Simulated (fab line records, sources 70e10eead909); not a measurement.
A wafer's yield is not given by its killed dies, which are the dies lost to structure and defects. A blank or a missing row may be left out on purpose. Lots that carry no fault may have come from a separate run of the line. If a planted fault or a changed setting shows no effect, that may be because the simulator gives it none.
What tool caused it? / flow nand harc / 12 lots with 36 wafers sampled at 6 steps, on a route of 1159 steps

WHAT EACH GAUGE READ, for each wafer
NHARC_A_CHANNEL_FILL_D1_INSPECT_13.
lot=L075; measured=day 11 06:16; on=defect inspect-01; raw defect count=291 588 490
lot=L076; measured=day 11 10:59; on=defect inspect-01; raw defect count=154 288 221
lot=L079; measured=day 11 10:50; on=defect inspect-02; raw defect count=199 219 226
lot=L081; measured=day 12 15:44; on=defect inspect-01; raw defect count=402 397 269
lot=L083; measured=day 13 07:41; on=defect inspect-01; raw defect count=364 245 218
lot=L085; measured=day 13 11:53; on=defect inspect-01; raw defect count=291 189 224
lot=L086; measured=day 14 10:55; on=defect inspect-01; raw defect count=214 294 247
lot=L089; measured=day 14 16:06; on=defect inspect-02; raw defect count=257 378 470
lot=L091; measured=day 15 06:59; on=defect inspect-02; raw defect count=256 410 201
lot=L093; measured=day 15 13:32; on=defect inspect-02; raw defect count=328 540 439
lot=L095; measured=day 15 19:52; on=defect inspect-01; raw defect count=302 303 283
lot=L097; measured=day 16 02:20; on=defect inspect-01; raw defect count=238 250 464

TOOL THAT RAN EACH LOT (tool first, then ch and the chambers of the sampled wafers, then the start)
lot=L075; NHARC_P_M2_ANNEAL_31=rtp anneal-02 ch 0, day 6 22:20; NHARC_P_M2_CMP_23=cmp-03 ch 0,1,2, day 6 22:41; NHARC_A_ONON_D1_DEP_33=pecvd-02 ch 1,2, day 8 15:48; NHARC_A_CHANNEL_HOLE_D1_ETCH_25=har etch-01 ch 0,1, day 9 00:48; NHARC_A_CHANNEL_FILL_D1_ETCHBACK_20=rie diel-13 ch 0,2,3, day 10 03:42
lot=L076; NHARC_P_M2_ANNEAL_31=rtp anneal-01 ch 0, day 7 01:31; NHARC_P_M2_CMP_23=cmp-03 ch 0,2,3, day 7 01:53; NHARC_A_ONON_D1_DEP_33=pecvd-04 ch 1,2, day 8 19:18; NHARC_A_CHANNEL_HOLE_D1_ETCH_25=har etch-01 ch 0,1, day 9 04:58; NHARC_A_CHANNEL_FILL_D1_ETCHBACK_20=rie diel-02 ch 0,2,3, day 10 08:53
lot=L079; NHARC_P_M2_ANNEAL_31=rtp anneal-02 ch 0, day 7 08:13; NHARC_P_M2_CMP_23=cmp-02 ch 1,3, day 7 08:35; NHARC_A_ONON_D1_DEP_33=pecvd-02 ch 0,1,2, day 9 03:03; NHARC_A_CHANNEL_HOLE_D1_ETCH_25=har etch-02 ch 0,1, day 9 10:19; NHARC_A_CHANNEL_FILL_D1_ETCHBACK_20=rie diel-02 ch 0,2, day 10 13:39
lot=L081; NHARC_P_M2_ANNEAL_31=rtp anneal-02 ch 0, day 8 06:11; NHARC_P_M2_CMP_23=cmp-02 ch 0,1,3, day 8 06:34; NHARC_A_ONON_D1_DEP_33=pecvd-01 ch 0,1, day 10 00:16; NHARC_A_CHANNEL_HOLE_D1_ETCH_25=har etch-01 ch 0,1, day 10 09:13; NHARC_A_CHANNEL_FILL_D1_ETCHBACK_20=rie diel-05 ch 1,2, day 11 14:25
lot=L083; NHARC_P_M2_ANNEAL_31=rtp anneal-01 ch 0, day 8 10:47; NHARC_P_M2_CMP_23=cmp-04 ch 1,3, day 8 11:02; NHARC_A_ONON_D1_DEP_33=pecvd-04 ch 0,1, day 10 18:06; NHARC_A_CHANNEL_HOLE_D1_ETCH_25=har etch-02 ch 0,1, day 11 02:44; NHARC_A_CHANNEL_FILL_D1_ETCHBACK_20=rie diel-02 ch 0,1, day 12 06:56
lot=L085; NHARC_P_M2_ANNEAL_31=rtp anneal-02 ch 0, day 8 17:44; NHARC_P_M2_CMP_23=cmp-04 ch 1,2,3, day 8 18:03; NHARC_A_ONON_D1_DEP_33=pecvd-02 ch 0,1,2, day 10 18:19; NHARC_A_CHANNEL_HOLE_D1_ETCH_25=har etch-02 ch 0,1, day 11 06:46; NHARC_A_CHANNEL_FILL_D1_ETCHBACK_20=rie diel-13 ch 0,2,3, day 12 10:12
lot=L086; NHARC_P_M2_ANNEAL_31=rtp anneal-02 ch 0, day 10 02:47; NHARC_P_M2_CMP_23=cmp-04 ch 1,2,3, day 10 03:01; NHARC_A_ONON_D1_DEP_33=pecvd-01 ch 0,2, day 11 21:33; NHARC_A_CHANNEL_HOLE_D1_ETCH_25=har etch-01 ch 0,1, day 12 05:26; NHARC_A_CHANNEL_FILL_D1_ETCHBACK_20=rie diel-13 ch 0,2,3, day 13 11:22
lot=L089; NHARC_P_M2_ANNEAL_31=rtp anneal-02 ch 0, day 10 09:00; NHARC_P_M2_CMP_23=cmp-04 ch 1,2,3, day 10 09:16; NHARC_A_ONON_D1_DEP_33=pecvd-01 ch 1,2, day 12 02:50; NHARC_A_CHANNEL_HOLE_D1_ETCH_25=har etch-02 ch 0,1, day 12 12:57; NHARC_A_CHANNEL_FILL_D1_ETCHBACK_20=rie diel-02 ch 0,2, day 13 16:38
lot=L091; NHARC_P_M2_ANNEAL_31=rtp anneal-01 ch 0, day 10 16:39; NHARC_P_M2_CMP_23=cmp-04 ch 0,1,2, day 10 16:58; NHARC_A_ONON_D1_DEP_33=pecvd-02 ch 0,1, day 12 12:20; NHARC_A_CHANNEL_HOLE_D1_ETCH_25=har etch-01 ch 0,1, day 13 01:11; NHARC_A_CHANNEL_FILL_D1_ETCHBACK_20=rie diel-13 ch 0,1,2, day 14 05:28
lot=L093; NHARC_P_M2_ANNEAL_31=rtp anneal-01 ch 0, day 10 23:07; NHARC_P_M2_CMP_23=cmp-03 ch 1,2,3, day 10 23:28; NHARC_A_ONON_D1_DEP_33=pecvd-02 ch 0,1,2, day 12 19:48; NHARC_A_CHANNEL_HOLE_D1_ETCH_25=har etch-01 ch 0,1, day 13 07:03; NHARC_A_CHANNEL_FILL_D1_ETCHBACK_20=rie diel-13 ch 1,2,3, day 14 12:06
lot=L095; NHARC_P_M2_ANNEAL_31=rtp anneal-02 ch 0, day 11 15:20; NHARC_P_M2_CMP_23=cmp-04 ch 1,2,3, day 11 15:39; NHARC_A_ONON_D1_DEP_33=pecvd-01 ch 1,2, day 13 09:37; NHARC_A_CHANNEL_HOLE_D1_ETCH_25=har etch-01 ch 0,1, day 13 19:17; NHARC_A_CHANNEL_FILL_D1_ETCHBACK_20=rie diel-13 ch 1,3, day 14 20:08
lot=L097; NHARC_P_M2_ANNEAL_31=rtp anneal-02 ch 0, day 11 19:22; NHARC_P_M2_CMP_23=cmp-03 ch 0,1,2, day 11 19:40; NHARC_A_ONON_D1_DEP_33=pecvd-04 ch 1,2, day 13 13:01; NHARC_A_CHANNEL_HOLE_D1_ETCH_25=har etch-02 ch 0,1, day 13 23:50; NHARC_A_CHANNEL_FILL_D1_ETCHBACK_20=rie diel-13 ch 0,1,3, day 15 02:31
- NHARC_P_M2_ANNEAL_31: time 90 s.
- NHARC_P_M2_CMP_23: polishes, t overpolish 20 s, target thk 144.3 nm.
- NHARC_A_ONON_D1_DEP_33: deposits SiO2, target thk 200 nm.
- NHARC_A_CHANNEL_HOLE_D1_ETCH_25: etches the open film in C4F8/O2/Ar, time 1040.2 s, target depth 1500 nm.
- NHARC_A_CHANNEL_FILL_D1_ETCHBACK_20: etches the open film in C4F8/O2/Ar, target depth 27 nm, time 13.5 s.

THE ANSWER, worked out from the rows above alone
Rule: what is usual is taken from the lots themselves. The widest of any qualifying gaps counts: lots, ordered by their means at a reading, are off when they make up no more than a third of the lots, leave a main group of 4 or more, and stand apart from it by 3 or more times the standard deviation of that group's means. Not used: any main group whose means are identical at the precision the tables above print for the reading. Also off: a lot with no number at a reading for which 4 or more lots have one. The other lots that the step has rows for count as sound.
None of the lots is off at any reading shown; this tells nothing.

WHAT WAS PUT IN BY THE SIMULATOR
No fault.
